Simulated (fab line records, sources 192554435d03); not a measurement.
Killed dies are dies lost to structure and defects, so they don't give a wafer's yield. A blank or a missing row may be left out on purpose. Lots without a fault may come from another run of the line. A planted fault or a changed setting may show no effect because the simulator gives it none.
Chamber matching | flow n5_finfet | N5_MOL_CONTACT_COAG_ETCH_124 on rie_diel-04: 3 sister chambers
The step etches SiNx in CH3F/O2, stops on SiOC, target depth 6.5 nm. 16 wafers are shown with their chamber, then 5 later ones without.

WAFERS WITH THEIR CHAMBER
wafer  | chamber | drypump_motor_current_A (A) | throttle_valve_pct (%) | oes_product_au (a.u.)
L076.2 | 2       | 6.7                         | 16.78                  | 0.60
L076.3 | 0       | 4.9                         | 16.36                  | 0.72
L076.6 | 2       | 6.7                         | 16.76                  | 0.60
L084.3 | 3       | 5.7                         | 16.29                  | 0.61
L084.4 | 2       | 6.8                         | 16.80                  | 0.59
L084.6 | 0       | 4.9                         | 16.39                  | 0.70
L085.3 | 0       | 4.9                         | 16.37                  | 0.70
L085.5 | 3       | 5.8                         | 16.30                  | 0.61
L085.6 | 2       | 6.7                         | 16.79                  | 0.59
L086.1 | 2       | 6.8                         | 16.81                  | 0.59
L086.4 | 0       | 4.9                         | 16.39                  | 0.70
L086.5 | 2       | 6.7                         | 16.82                  | 0.58
L088.3 | 3       | 5.8                         | 16.33                  | 0.60
L088.5 | 0       | 4.9                         | 16.39                  | 0.70
L088.6 | 3       | 5.8                         | 16.31                  | 0.60
L090.1 | 2       | 6.7                         | 16.83                  | 0.58

SIGNATURES (means of the wafers above)
reading                 | chamber 0 | chamber 2 | chamber 3 | scatter within a chamber
drypump_motor_current_A | 4.900     | 6.729     | 5.775     | 0.0409
throttle_valve_pct      | 16.3800   | 16.7986   | 16.3075   | 0.0199
oes_product_au          | 0.7040    | 0.5900    | 0.6050    | 0.00794
Rule: a wafer's distance from a chamber is the root of the sum, over the readings, of the square of ((its reading less the chamber's mean) divided by the reading's scatter). The wafer belongs to the nearest chamber; if the next one is less than 2 further off, it can't be placed. The scatter: the root of (the sum of the squares of (reading less its chamber's mean) over the shown wafers, divided by (wafers less chambers)).

WAFERS WITHOUT THEIR CHAMBER
wafer  | drypump_motor_current_A (A) | throttle_valve_pct (%) | oes_product_au (a.u.)
L094.3 | 5.8                         | 16.32                  | 0.60
L094.5 | 4.9                         | 16.41                  | 0.68
L094.6 | 5.8                         | 16.32                  | 0.60
L097.1 | 5.8                         | 16.33                  | 0.59
L097.3 | 6.7                         | 16.82                  | 0.57

WHICH CHAMBER EACH WENT THROUGH
wafer  | from the rows above | in truth
L094.3 | 3                   | 3
L094.5 | 0                   | 0
L094.6 | 3                   | 3
L097.1 | 3                   | 3
L097.3 | 2                   | 2
Placed correctly: 5 of 5. Can't be placed from these rows: 0. Placed wrongly: 0.
